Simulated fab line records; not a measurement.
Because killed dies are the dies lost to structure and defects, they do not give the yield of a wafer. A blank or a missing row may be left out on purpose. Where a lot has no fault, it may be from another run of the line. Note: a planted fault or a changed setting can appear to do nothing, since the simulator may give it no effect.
fab line records -- flow n5_finfet
[record] lots = 7, wafers = 21
route steps=1938 shown HKMG_FIN@392 GATE_CUT@480 MOL_CONTACT_COAG@559 BEOL_M0_SAQP@636 BEOL_M1@794
start_h: the number of hours between the record's first day and the start of the first shown wafer of the lot -- wait_h: hours from the lot's prior step to this one -- " the same as in the row above -- L1.1+2: several wafers, shown together as one row -- - no value present, or no start provided -- * or withheld: withheld -- < > ~ a bound
route shown NAME@n: a module of which the file shows steps, and the number in the route of the first -- usual: average and standard deviation across the fault-free wafers -- same: alike in all rows -- chamber/n: place in a boat -- sites: per-site readings -- _std_site: standard deviation of those values -- _edge_site: mean of outer sites minus mean of inner sites -- radius_mm: for every site, how far away it sits from the centre of the wafer -- mask NAME#n: copy n -- behind: tool/chamber where the wafer was last shaped -- hold: why the lot was held/for how many hours/how that ended -- device: the n, p or np transistor that did not switch -- end of line: the tests these same wafers got at the end of their route -- a step given without rows: its recipe and nothing more -- killed: dies lost to structure and defects at the first sort, not the wafer's yield -- map: a wafer's dies, marking killed ones x, the rest . and places with no die _
set.NAME: the setting that was run; set.NAME@STEP: the one run at that earlier step -- model.NAME: the simulator's own value behind a step, which no gauge read
lots with deliberately changed settings; one table per step, one row per wafer
[[steps]]
[step N5_HKMG_FIN_COAT_43]
[recipe] resist = CAR-ArF, spin_rpm = 1500, resist_thk_nm = 90
lot.wafer,tool,chamber,start_h,wait_h,set.spin_rpm,model.CAR-ArF_of_HKMG_FIN_COAT_43.thk_nm
L075.2+4,litho_track-04,0,-,-,1500,90
L075.3,litho_track-04,0,-,-,1500,89.8
L077.4+6,litho_track-01,0,-,-,1500,90.4
L077.5,litho_track-01,0,-,-,1500,90.6
L079.4+5,litho_track-04,0,-,-,1500,90.4
L079.6,litho_track-04,0,-,-,1557,89
L085.2,litho_track-05,0,-,-,1500,90
L085.4+6,litho_track-05,0,-,-,1664,85.2
L086.2+4,litho_track-01,0,-,-,1651,86
L086.5,litho_track-01,0,-,-,1500,90.2
L088.2,litho_track-01,0,-,-,1500,90.4
L088.5+6,litho_track-01,0,-,-,1655,85.6
L097.1+6,litho_track-01,0,-,-,1500,90.2
L097.3,litho_track-01,0,-,-,1500,90
[step N5_HKMG_FIN_EBR_45]
[recipe] solvent = PGMEA, ebr_width_mm = 1.5
[step N5_HKMG_FIN_SOFTBAKE_44]
[recipe] temp_c = 110, time_s = 60, resist = CAR-ArF
[step N5_HKMG_FIN_EXPOSE_46]
[recipe] mask_id = NDIPOLE, na = 1.35, source_shape = conventional, sigma_outer = 0.8, polarization = unpolarized, dose_mj = 40
[step N5_HKMG_FIN_PEB_47]
[recipe] peb_temp_c = withheld, peb_time_s = 60, resist = CAR-ArF
[step N5_HKMG_FIN_DEVELOP_48]
[recipe] develop_time_s = 30, developer = TMAH, resist = CAR-ArF, rinse_liquid = diw, dry = air_spin, dev_temp_c = 23
lot.wafer,tool,chamber,start_h,wait_h,set.spin_rpm@HKMG_FIN_COAT_43,model.CAR-ArF_of_HKMG_FIN_COAT_43.thk_nm
L075.2+3,litho_track-01,0,-,-,1500,88.2
L075.4,litho_track-01,0,-,-,1500,88.4
L077.4+6,litho_track-01,0,-,-,1500,88.6
L077.5,litho_track-01,0,-,-,1500,89
L079.4,litho_track-04,0,-,-,1500,88.8
L079.5,litho_track-04,0,-,-,1500,88.6
L079.6,litho_track-04,0,-,-,1557,87.2
L085.2,litho_track-01,0,-,-,1500,88.2
L085.4,litho_track-01,0,-,-,1664,83.4
L085.6,litho_track-01,0,-,-,1664,83.6
L086.2+4,litho_track-05,0,-,-,1651,84.4
L086.5,litho_track-05,0,-,-,1500,88.4
L088.2,litho_track-01,0,-,-,1500,88.6
L088.5+6,litho_track-01,0,-,-,1655,84
L097.1+3,litho_track-01,0,-,-,1500,88.4
L097.6,litho_track-01,0,-,-,1500,88.6
[step N5_HKMG_FIN_DESCUM_53]
[recipe] chemistry = O2, time_s = 7.9, source_power_w = 50, bias_power_w = 20, pressure_mtorr = 20, rf_frequency_hz = 2.712e+07, temp_c = 40, resist = CAR-ArF, o2_flow_sccm = 225
lot.wafer,tool,chamber,start_h,wait_h,set.spin_rpm@HKMG_FIN_COAT_43,model.CAR-ArF_of_HKMG_FIN_COAT_43.thk_nm
L075.2,rie_diel-06,0,76.80,0.0,1500,83.2
L075.3,rie_diel-06,3,76.80,0.0,1500,83.4
L075.4,rie_diel-06,1,76.80,0.0,1500,83.6
L077.4+6,rie_diel-04,"3,0",90.80,0.0,1500,83.8
L077.5,rie_diel-04,3,90.80,0.0,1500,84
L079.4+5,rie_diel-02,1,101.59,0.0,1500,83.8
L079.6,rie_diel-02,2,101.59,0.0,1557,82.4
L085.2,rie_diel-06,0,139.36,0.0,1500,83.2
L085.4+6,rie_diel-06,"3,2",139.36,0.0,1664,78.6
L086.2+4,rie_diel-02,"1,3",145.47,0.1,1651,79.4
L086.5,rie_diel-02,1,145.47,0.1,1500,83.6
L088.2,rie_diel-04,2,156.45,0.4,1500,83.8
L088.5,rie_diel-04,1,156.45,0.4,1655,79
L088.6,rie_diel-04,0,156.45,0.4,1655,79.2
L097.1+3,rie_diel-04,"1,3",209.09,0.0,1500,83.6
L097.6,rie_diel-04,2,209.09,0.0,1500,83.8
[step N5_HKMG_FIN_ETCH_54]
[recipe] chemistry = CF4, target = SiARC, target_depth_a = 455, mask_material = CAR-ArF, time_s = 75.8, ion_energy_ev = 80, pressure_mtorr = 40, source_w = 545, bias_w = 36, Ar_flow_sccm = 100, cf4_flow_sccm = 100, ends = cleared
lot.wafer,tool,chamber,start_h,wait_h,set.spin_rpm@HKMG_FIN_COAT_42,set.spin_rpm@HKMG_FIN_COAT_43,model.CAR-ArF_of_HKMG_FIN_COAT_43.thk_nm,model.etch.depth_nm
L075.2,rie_diel-06,0,76.83,0.0,1500,1500,50.4,35.24
L075.3,rie_diel-06,3,76.83,0.0,1500,1500,50.6,35.17
L075.4,rie_diel-06,1,76.83,0.0,1500,1500,50.8,35.2
L077.4,rie_diel-04,3,90.83,0.0,1634,1500,52.4,33.74
L077.5,rie_diel-04,3,90.83,0.0,1634,1500,52.8,33.66
L077.6,rie_diel-04,0,90.83,0.0,1500,1500,51.2,35.05
L079.4,rie_diel-02,1,101.63,0.0,1447,1500,50.4,35.84
L079.5,rie_diel-02,1,101.63,0.0,1447,1500,50.4,35.74
L079.6,rie_diel-02,2,101.63,0.0,1447,1557,49.2,35.71
L085.2,rie_diel-06,0,139.40,0.0,1351,1500,49,36.75
L085.4,rie_diel-06,3,139.40,0.0,1500,1664,46.2,34.84
L085.6,rie_diel-06,2,139.40,0.0,1351,1664,44.4,36.74
L086.2,rie_diel-02,1,145.51,0.0,1500,1651,46.8,35
L086.4,rie_diel-02,3,145.51,0.0,1656,1651,48.4,33.22
L086.5,rie_diel-02,1,145.51,0.0,1500,1500,51,35.02
L088.2,rie_diel-04,2,156.48,0.0,1613,1500,52.2,33.93
L088.5,rie_diel-04,1,156.48,0.0,1500,1655,46.2,35.21
L088.6,rie_diel-04,0,156.48,0.0,1500,1655,46.4,35.14
L097.1,rie_diel-04,1,209.13,0.0,1500,1500,51,34.92
L097.3,rie_diel-04,3,209.13,0.0,1414,1500,50.2,35.89
L097.6,rie_diel-04,2,209.13,0.0,1414,1500,50.4,35.92
[step N5_HKMG_FIN_ETCH_55]
[recipe] chemistry = N2/H2, target = SOC, target_depth_a = 2400, temp_c = 40, time_s = 300, ion_energy_ev = 200, mask_material = SiARC, pressure_mtorr = 30, source_w = 840, bias_w = 150, n2_flow_sccm = 200, h2_flow_sccm = 200
lot.wafer,tool,chamber,start_h,wait_h,set.spin_rpm@HKMG_FIN_COAT_42,model.SiARC_of_HKMG_FIN_COAT_42.thk_nm
L075.2,rie_diel-06,0,76.89,0.0,1500,21
L075.3+4,rie_diel-06,"3,1",76.89,0.0,1500,21.8
L077.4+5,rie_diel-04,3,90.89,0.0,1634,19.8
L077.6,rie_diel-04,0,90.89,0.0,1500,21.6
L079.4+5,rie_diel-02,1,101.68,0.0,1447,22.6
L079.6,rie_diel-02,2,101.68,0.0,1447,22.4
L085.2,rie_diel-06,0,139.45,0.0,1351,22.6
L085.4,rie_diel-06,3,139.45,0.0,1500,21.4
L085.6,rie_diel-06,2,139.45,0.0,1351,22.8
L086.2+5,rie_diel-02,1,145.56,0.0,1500,21.8
L086.4,rie_diel-02,3,145.56,0.0,1656,19.4
L088.2,rie_diel-04,2,156.54,0.0,1613,20.6
L088.5,rie_diel-04,1,156.54,0.0,1500,20.8
L088.6,rie_diel-04,0,156.54,0.0,1500,21.6
L097.1,rie_diel-04,1,209.18,0.0,1500,20.4
L097.3,rie_diel-04,3,209.18,0.0,1414,22
L097.6,rie_diel-04,2,209.18,0.0,1414,22.4
[step N5_GATE_CUT_COAT_27]
[recipe] resist = underlayer, temp_c = 205, time_s = 60, spin_rpm = 1500, resist_thk_nm = 10
lot.wafer,tool,chamber,start_h,wait_h,set.spin_rpm
L075.2+3+4,litho_track-03,0,-,-,1500
L077.4+6,litho_track-02,0,-,-,1500
L077.5,litho_track-02,0,-,-,1440
L079.4+5+6,litho_track-02,0,-,-,1500
L085.2+6,litho_track-01,0,-,-,1500
L085.4,litho_track-01,0,-,-,1397
L086.2+4+5,litho_track-02,0,-,-,1500
L088.2+5+6,litho_track-01,0,-,-,1500
L097.1+3+6,litho_track-01,0,-,-,1500
[step N5_GATE_CUT_DESCUM_18]
[recipe] chemistry = O2, time_s = 7, source_power_w = 50, bias_power_w = 20, pressure_mtorr = 20, rf_frequency_hz = 2.712e+07, temp_c = 40, resist = CAR-EUV, o2_flow_sccm = 225
lot.wafer,tool,chamber,start_h,wait_h,set.time_s,model.CAR-EUV_of_GATE_CUT_COAT_07.thk_nm
L075.2+3+4,rie_diel-03,"2,0,1",88.72,0.0,7,26.2
L077.4+5,rie_diel-01,"3,2",102.65,0.0,5.437,27
L077.6,rie_diel-01,1,102.65,0.0,5.437,26.8
L079.4,rie_diel-03,0,113.63,0.0,5.641,26.8
L079.5+6,rie_diel-03,"2,3",113.63,0.0,7,26
L085.2,rie_diel-05,0,151.20,0.0,7,26
L085.4+6,rie_diel-05,"2,1",151.20,0.0,7,26.2
L086.2,rie_diel-01,3,157.26,0.0,7,26
L086.4+5,rie_diel-01,"1,0",157.26,0.0,6.276,26.4
L088.2,rie_diel-01,1,168.14,0.1,7,26
L088.5+6,rie_diel-01,"2,3",168.14,0.1,7,26.2
L097.1+3+6,rie_diel-03,"0,3,1",222.02,0.4,7,26.2
[step N5_GATE_CUT_ETCH_28]
[recipe] chemistry = N2/H2, target = underlayer, target_depth_a = 130, mask_material = CAR-EUV, time_s = 10.4, ion_energy_ev = 200, pressure_mtorr = 30, source_w = 840, bias_w = 150, n2_flow_sccm = 200, h2_flow_sccm = 200, ends = cleared
lot.wafer,tool,chamber,start_h,wait_h,set.spin_rpm@GATE_CUT_COAT_27,model.etch.depth_nm
L075.2,rie_diel-03,2,88.75,0.0,1500,10.03
L075.3,rie_diel-03,0,88.75,0.0,1500,9.993
L075.4,rie_diel-03,1,88.75,0.0,1500,10.01
L077.4,rie_diel-01,3,102.68,0.0,1500,10.03
L077.5,rie_diel-01,2,102.68,0.0,1440,10.23
L077.6,rie_diel-01,1,102.68,0.0,1500,10.02
L079.4,rie_diel-03,0,113.66,0.0,1500,10.04
L079.5,rie_diel-03,2,113.66,0.0,1500,10
L079.6,rie_diel-03,3,113.66,0.0,1500,10.01
L085.2,rie_diel-05,0,151.23,0.0,1500,10.02
L085.4,rie_diel-05,2,151.23,0.0,1397,10.34
L085.6,rie_diel-05,1,151.23,0.0,1500,10
L086.2,rie_diel-01,3,157.29,0.0,1500,10.07
L086.4,rie_diel-01,1,157.29,0.0,1500,10.02
L086.5,rie_diel-01,0,157.29,0.0,1500,10
L088.2,rie_diel-01,1,168.18,0.0,1500,10.01
L088.5,rie_diel-01,2,168.18,0.0,1500,10.04
L088.6,rie_diel-01,3,168.18,0.0,1500,10.02
L097.1+6,rie_diel-03,"0,1",222.05,0.0,1500,10.05
L097.3,rie_diel-03,3,222.05,0.0,1500,10.02
[step N5_GATE_CUT_ETCH_36]
[recipe] chemistry = CF4, target = SiARC, target_depth_a = 130, mask_material = CAR-EUV, time_s = 21.7, ion_energy_ev = 80, pressure_mtorr = 40, source_w = 545, bias_w = 36, Ar_flow_sccm = 100, cf4_flow_sccm = 100, ends = cleared
lot.wafer,tool,chamber,start_h,wait_h,set.time_s@GATE_CUT_DESCUM_18,model.CAR-EUV_of_GATE_CUT_COAT_07.thk_nm
L075.2+4,rie_diel-03,"2,1",88.77,0.0,7,7
L075.3,rie_diel-03,0,88.77,0.0,7,7.2
L077.4+6,rie_diel-01,"3,1",102.70,0.0,5.437,7.8
L077.5,rie_diel-01,2,102.70,0.0,5.437,7.6
L079.4,rie_diel-03,0,113.68,0.0,5.641,7.8
L079.5+6,rie_diel-03,"2,3",113.68,0.0,7,6.8
L085.2,rie_diel-05,0,151.25,0.0,7,6.8
L085.4,rie_diel-05,2,151.25,0.0,7,6.6
L085.6,rie_diel-05,1,151.25,0.0,7,7
L086.2,rie_diel-01,3,157.31,0.0,7,6.8
L086.4,rie_diel-01,1,157.31,0.0,6.276,7.4
L086.5,rie_diel-01,0,157.31,0.0,6.276,7.2
L088.2+5+6,rie_diel-01,"1,2,3",168.19,0.0,7,7
L097.1,rie_diel-03,0,222.07,0.0,7,7.2
L097.3+6,rie_diel-03,"3,1",222.07,0.0,7,7
[step N5_MOL_CONTACT_COAG_ALD_27]
[recipe] material = SiOC, target_thk_a = 170, temp_c = 400, ald_precursor_family = carbosiloxane, ald_co_reactant = H2-plasma, pulse_time_s = 1.5, time_s = 2720, purge_time_s = 2, co_reactant_purge_time_s = 2, ald_cycles = 340, pressure_torr = 2
lot.wafer,tool,chamber,start_h,wait_h,set.ald_cycles,model.SiOC_of_MOL_CONTACT_COAG_ALD_27.thk_nm
L075.2+3+4,ald_sin-04,"0,2,3",99.56,0.0,340,17
L077.4,ald_sin-01,0,111.71,0.0,340,17
L077.5+6,ald_sin-01,"0,3",111.71,0.0,340,17.2
L079.4,ald_sin-03,2,125.36,0.0,300,15
L079.5,ald_sin-03,1,125.36,0.0,340,17
L079.6,ald_sin-03,2,125.36,0.0,300,14.8
L085.2+4,ald_sin-03,"3,2",163.25,0.0,340,17
L085.6,ald_sin-03,0,163.25,0.0,396,20
L086.2,ald_sin-01,1,168.44,0.0,340,17
L086.4+5,ald_sin-01,"2,0",168.44,0.0,297,14.8
L088.2+5,ald_sin-03,"3,2",179.90,0.0,340,17
L088.6,ald_sin-03,1,179.90,0.0,382,19
L097.1+3+6,ald_sin-04,"1,2,2",232.18,0.4,340,17
[step N5_MOL_CONTACT_COAG_PECVD_31]
[recipe] material = SiO2, target_thk_a = 460, temp_c = 400, precursor = TEOS/O2, pressure_torr = 6.5, rf_w = withheld, teos_flow_sccm = withheld, gas = O2, flow_sccm = 2650, time_s = 8.9
lot.wafer,tool,chamber,start_h,wait_h,set.temp_c,model.SiO2_of_MOL_CONTACT_COAG_PECVD_31.thk_nm
L075.2,pecvd-01,0,101.97,0.3,400,46
L075.3,pecvd-01,2,101.97,0.3,400,45.4
L075.4,pecvd-01,1,101.97,0.3,400,46.2
L077.4+5,pecvd-01,"2,1",114.23,0.3,412.7,42.2
L077.6,pecvd-01,0,114.23,0.3,400,46.2
L079.4,pecvd-01,2,127.78,0.3,388.9,48.8
L079.5,pecvd-01,1,127.78,0.3,388.9,48.4
L079.6,pecvd-01,0,127.78,0.3,400,45.8
L085.2,pecvd-01,0,165.66,0.3,413.6,43
L085.4,pecvd-01,1,165.66,0.3,413.6,42.8
L085.6,pecvd-01,0,165.66,0.3,413.6,42.6
L086.2,pecvd-01,1,170.84,0.3,400,44.8
L086.4,pecvd-01,0,170.84,0.3,416.5,41.4
L086.5,pecvd-01,2,170.84,0.3,400,46
L088.2,pecvd-02,2,183.90,0.3,400,45.6
L088.5,pecvd-02,2,183.90,0.3,400,46
L088.6,pecvd-02,1,183.90,0.3,385.7,51
L097.1+3,pecvd-04,"0,2",234.59,0.3,400,45.4
L097.6,pecvd-04,0,234.59,0.3,400,46.4
[step N5_MOL_CONTACT_COAG_ETCHBACK_135]
[recipe] chemistry = CHF3, target = SiO2, target_depth_a = 250, time_s = 16.7, ion_energy_ev = 200, pressure_mtorr = 30, source_w = 610, bias_w = 170, Ar_flow_sccm = 200, CHF3_flow_sccm = 50
lot.wafer,tool,chamber,start_h,wait_h,set.time_s,model.SOC_of_MOL_CONTACT_COAG_COAT_75.thk_nm
L075.2,rie_diel-04,3,103.13,0.0,16.7,57
L075.3+4,rie_diel-04,"2,0",103.13,0.0,16.7,57.2
L077.4,rie_diel-02,0,115.41,0.0,16.7,57.4
L077.5,rie_diel-02,1,115.41,0.0,19.72,57
L077.6,rie_diel-02,2,115.41,0.0,19.72,57.2
L079.4+5+6,rie_diel-02,"0,3,0",128.74,0.0,16.7,57.2
L085.2+4,rie_diel-06,"2,0",166.68,0.0,19.27,57
L085.6,rie_diel-06,3,166.68,0.0,16.7,57.4
L086.2,rie_diel-04,2,172.14,0.0,16.7,57.2
L086.4+5,rie_diel-04,"0,1",172.14,0.0,12.98,57.8
L088.2+5+6,rie_diel-06,"0,2,3",184.97,0.0,16.7,57.2
L097.1,rie_diel-02,2,235.48,0.0,16.7,57.2
L097.3,rie_diel-02,1,235.48,0.0,16.7,57.6
L097.6,rie_diel-02,1,235.48,0.0,16.7,57.4
[step N5_MOL_CONTACT_COAG_STRIP_118]
[recipe] chemistry = CHF3, resist = SiARC, rf_frequency_hz = 6e+07
[step N5_MOL_CONTACT_COAG_VIA_ETCH_46]
[recipe] chemistry = C4F6/O2, target_depth_a = 460, overetch_a = 92, mask_material = SOC, target = SiO2, bias_w = 455, pressure_mtorr = 10, time_s = 40, source_w = 325, Ar_flow_sccm = 300, C4F6_flow_sccm = 10, O2_flow_sccm = 10, ion_energy_ev = 575.3, ends = end_point
lot.wafer,tool,chamber,start_h,wait_h,set.temp_c@MOL_CONTACT_COAG_PECVD_31,model.etch.depth_nm
L075.2,rie_diel-04,3,103.16,0.0,400,46.03
L075.3,rie_diel-04,2,103.16,0.0,400,45.45
L075.4,rie_diel-04,0,103.16,0.0,400,46.25
L077.4,rie_diel-02,0,115.44,0.0,412.7,42.2
L077.5,rie_diel-02,1,115.44,0.0,412.7,42.29
L077.6,rie_diel-02,2,115.44,0.0,400,46.23
L079.4,rie_diel-02,0,128.77,0.0,388.9,48.84
L079.5,rie_diel-02,3,128.77,0.0,388.9,48.31
L079.6,rie_diel-02,0,128.77,0.0,400,45.74
L085.2,rie_diel-06,2,166.71,0.0,413.6,42.94
L085.4,rie_diel-06,0,166.71,0.0,413.6,42.83
L085.6,rie_diel-06,3,166.71,0.0,413.6,42.7
L086.2,rie_diel-04,2,172.17,0.0,400,44.82
L086.4,rie_diel-04,0,172.17,0.0,416.5,41.33
L086.5,rie_diel-04,1,172.17,0.0,400,46.04
L088.2,rie_diel-06,0,185.00,0.0,400,45.57
L088.5,rie_diel-06,2,185.00,0.0,400,45.99
L088.6,rie_diel-06,3,185.00,0.0,385.7,50.91
L097.1,rie_diel-02,2,235.52,0.0,400,45.31
L097.3,rie_diel-02,1,235.52,0.0,400,45.34
L097.6,rie_diel-02,1,235.52,0.0,400,46.41
[step N5_BEOL_M0_SAQP_PECVD_96]
[recipe] material = a-Si, target_thk_a = 450, temp_c = 350, precursor = SiH4/He, pressure_torr = 3, rf_w = 100, time_s = 45.2
lot.wafer,tool,chamber,start_h,wait_h,set.time_s,model.a-Si_of_BEOL_M0_SAQP_PECVD_96.thk_nm
L075.2+3,pecvd-03,"2,1",110.69,0.0,45.2,45
L075.4,pecvd-03,2,110.69,0.0,45.2,45.4
L077.4,pecvd-03,0,122.01,0.0,45.2,45
L077.5,pecvd-03,2,122.01,0.0,45.2,45.2
L077.6,pecvd-03,1,122.01,0.0,45.2,45.4
L079.4+5,pecvd-02,"2,0",136.72,0.0,45.2,46
L079.6,pecvd-02,1,136.72,0.0,41.17,41.4
L085.2,pecvd-04,2,173.88,0.0,47.51,47.2
L085.4,pecvd-04,2,173.88,0.0,45.2,45.6
L085.6,pecvd-04,1,173.88,0.0,47.51,48
L086.2,pecvd-03,2,179.12,0.0,41.98,41.6
L086.4,pecvd-03,2,179.12,0.0,45.2,45.6
L086.5,pecvd-03,1,179.12,0.0,45.2,44.2
L088.2,pecvd-02,2,192.16,0.0,45.2,44.8
L088.5,pecvd-02,1,192.16,0.0,45.2,45.6
L088.6,pecvd-02,2,192.16,0.0,45.2,46
L097.1,pecvd-04,2,242.63,0.0,50.87,49.2
L097.3,pecvd-04,0,242.63,0.0,45.2,43.8
L097.6,pecvd-04,1,242.63,0.0,50.87,50.8
[step N5_BEOL_M0_SAQP_PECVD_97]
[recipe] material = SiNx, target_thk_a = 230, temp_c = 350, precursor = SiH4/NH3/N2, pressure_torr = 1.5, rf_w = 300, time_s = 19.9
[step N5_BEOL_M0_SAQP_PECVD_04]
[recipe] material = a-Si, target_thk_a = 600, temp_c = 350, precursor = SiH4/He, pressure_torr = 3, rf_w = 100, time_s = 60.2
[step N5_BEOL_M0_SAQP_ETCH_101]
[recipe] chemistry = CH3F/O2, target = SiNx, mask_material = SiO2, target_depth_a = 299, time_s = 42.7, pressure_mtorr = 30, source_w = 395, bias_w = 73, Ar_flow_sccm = 150, CH3F_flow_sccm = 30, O2_flow_sccm = 20, ion_energy_ev = 120
[step N5_BEOL_M0_SAQP_ETCH_102]
[recipe] chemistry = CF4, target = SiO2, target_depth_a = 40, ion_energy_ev = 350, time_s = 4.4, pressure_mtorr = 10, icp_w = 800, bias_w = 400, cf4_flow_sccm = 80
[step N5_BEOL_M0_SAQP_MANDREL_ETCH_103]
[recipe] chemistry = HBr/Cl2, target = a-Si, target_depth_a = 450, bt_time_s = 10, stop_on = SiCN, mask_material = SiO2, over_etch_frac = 0.8, time_s = 27, pressure_mtorr = 10, icp_w = 800, bias_w = 75, HBr_flow_sccm = 150, Cl2_flow_sccm = 80, ends = end_point
[usual] oes_product_au = 0.680/0.013
lot.wafer,tool,chamber,start_h,wait_h,set.time_s@BEOL_M0_SAQP_PECVD_96,oes_product_au,model.etch.depth_nm
L075.2,rie_si-02,3,114.14,0.0,45.2,0.670,44.96
L075.3,rie_si-02,0,114.14,0.0,45.2,0.672,44.92
L075.4,rie_si-02,1,114.14,0.0,45.2,0.698,45.49
L077.4,rie_si-02,3,124.99,0.0,45.2,0.677,44.94
L077.5,rie_si-02,2,124.99,0.0,45.2,0.682,45.28
L077.6,rie_si-02,1,124.99,0.0,45.2,0.683,45.44
L079.4,rie_si-01,2,139.51,0.0,45.2,0.677,45.98
L079.5,rie_si-01,0,139.51,0.0,45.2,0.704,46
L079.6,rie_si-01,3,139.51,0.0,41.17,0.636,41.37
L085.2,rie_si-06,0,176.32,0.0,47.51,0.722,47.28
L085.4,rie_si-06,2,176.32,0.0,45.2,0.702,45.51
L085.6,rie_si-06,0,176.32,0.0,47.51,0.725,48.04
L086.2,rie_si-06,1,181.63,0.0,41.98,0.630,41.62
L086.4,rie_si-06,0,181.63,0.0,45.2,0.699,45.57
L086.5,rie_si-06,2,181.63,0.0,45.2,0.683,44.2
L088.2,rie_si-02,0,195.48,0.0,45.2,0.677,44.89
L088.5,rie_si-02,2,195.48,0.0,45.2,0.695,45.61
L088.6,rie_si-02,3,195.48,0.0,45.2,0.676,45.91
L097.1,rie_si-02,3,246.68,0.0,50.87,0.712,49.17
L097.3,rie_si-02,0,246.68,0.0,45.2,0.669,43.76
L097.6,rie_si-02,3,246.68,0.0,50.87,0.722,50.82
[step N5_BEOL_M1_ETCH_70]
[recipe] chemistry = N2/H2, target = SOC, target_depth_a = 800, overetch_a = 160, mask_material = SiARC, temp_c = 40, time_s = 120, ion_energy_ev = 200, pressure_mtorr = 30, source_w = 840, bias_w = 150, n2_flow_sccm = 200, h2_flow_sccm = 200
lot.wafer,tool,chamber,start_h,wait_h,set.time_s,model.SiARC_of_BEOL_M1_COAT_68.thk_nm
L075.2+4,rie_diel-03,"1,2",126.90,0.0,120,6.4
L075.3,rie_diel-03,3,126.90,0.0,120,6.6
L077.4,rie_diel-05,1,143.29,0.0,120,6.4
L077.5+6,rie_diel-05,"3,0",143.29,0.0,110.9,6.8
L079.4,rie_diel-03,1,155.85,0.0,120,6.4
L079.5,rie_diel-03,0,155.85,0.0,108.3,7
L079.6,rie_diel-03,3,155.85,0.0,120,6.6
L085.2,rie_diel-05,2,187.97,0.0,120,6.2
L085.4,rie_diel-05,3,187.97,0.0,120,6.4
L085.6,rie_diel-05,1,187.97,0.0,120,6.6
L086.2+4,rie_diel-01,"2,3",195.84,0.0,120,6.4
L086.5,rie_diel-01,2,195.84,0.0,100.1,7.4
L088.2,rie_diel-01,1,214.18,0.0,120,6
L088.5,rie_diel-01,1,214.18,0.0,120,6.2
L088.6,rie_diel-01,0,214.18,0.0,120,6.4
L097.1+6,rie_diel-03,1,266.69,0.0,103.3,7.2
L097.3,rie_diel-03,0,266.69,0.0,103.3,7.4
[[key]]
[split] step = N5_HKMG_FIN_COAT_43, setting = spin_rpm, stated = 1500, by = wafer
[response] step = N5_HKMG_FIN_COAT_43, reading = model.CAR-ArF_of_HKMG_FIN_COAT_43.thk_nm, change = -0.438, per = 1%, r = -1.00
[response] step = N5_HKMG_FIN_DEVELOP_48, reading = model.CAR-ArF_of_HKMG_FIN_COAT_43.thk_nm, change = -0.424, per = 1%, r = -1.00
[response] step = N5_HKMG_FIN_DESCUM_53, reading = model.CAR-ArF_of_HKMG_FIN_COAT_43.thk_nm, change = -0.428, per = 1%, r = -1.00
[response] step = N5_HKMG_FIN_ETCH_54, reading = model.CAR-ArF_of_HKMG_FIN_COAT_43.thk_nm, change = -0.41, per = 1%, r = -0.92
[split] step = N5_GATE_CUT_COAT_27, setting = spin_rpm, stated = 1500, by = wafer
[response] step = N5_GATE_CUT_ETCH_28, reading = model.etch.depth_nm, change = -0.0489, per = 1%, r = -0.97
[split] step = N5_GATE_CUT_DESCUM_18, setting = time_s, stated = 7, by = wafer
[response] step = N5_GATE_CUT_DESCUM_18, reading = model.CAR-EUV_of_GATE_CUT_COAT_07.thk_nm, change = -0.0406, per = 1%, r = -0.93
[response] step = N5_GATE_CUT_ETCH_36, reading = model.CAR-EUV_of_GATE_CUT_COAT_07.thk_nm, change = -0.0508, per = 1%, r = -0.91
[split] step = N5_MOL_CONTACT_COAG_ALD_27, setting = ald_cycles, stated = 340, by = wafer
[response] step = N5_MOL_CONTACT_COAG_ALD_27, reading = model.SiOC_of_MOL_CONTACT_COAG_ALD_27.thk_nm, change = +0.175, per = 1%, r = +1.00
[split] step = N5_MOL_CONTACT_COAG_PECVD_31, setting = temp_c, stated = 400, by = wafer
[response] step = N5_MOL_CONTACT_COAG_PECVD_31, reading = model.SiO2_of_MOL_CONTACT_COAG_PECVD_31.thk_nm, change = -1.17, per = 1%, r = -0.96
[response] step = N5_MOL_CONTACT_COAG_VIA_ETCH_46, reading = model.etch.depth_nm, change = -1.17, per = 1%, r = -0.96
[split] step = N5_MOL_CONTACT_COAG_ETCHBACK_135, setting = time_s, stated = 16.7, by = wafer
[response] step = N5_MOL_CONTACT_COAG_ETCHBACK_135, reading = model.SOC_of_MOL_CONTACT_COAG_COAT_75.thk_nm, change = -0.0235, per = 1%, r = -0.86
[split] step = N5_BEOL_M0_SAQP_PECVD_96, setting = time_s, stated = 45.2, by = wafer
[response] step = N5_BEOL_M0_SAQP_PECVD_96, reading = model.a-Si_of_BEOL_M0_SAQP_PECVD_96.thk_nm, change = +0.486, per = 1%, r = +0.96
[response] step = N5_BEOL_M0_SAQP_MANDREL_ETCH_103, reading = oes_product_au, change = +0.00518, per = 1%, r = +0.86
[response] step = N5_BEOL_M0_SAQP_MANDREL_ETCH_103, reading = model.etch.depth_nm, change = +0.489, per = 1%, r = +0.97
[split] step = N5_BEOL_M1_ETCH_70, setting = time_s, stated = 120, by = wafer
[response] step = N5_BEOL_M1_ETCH_70, reading = model.SiARC_of_BEOL_M1_COAT_68.thk_nm, change = -0.0573, per = 1%, r = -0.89
split outside_this_file step=N5_HKMG_FIN_COAT_42 setting=spin_rpm
// split outside_this_file: this setting was split too, and the file shows its column; the key of that split is in another file
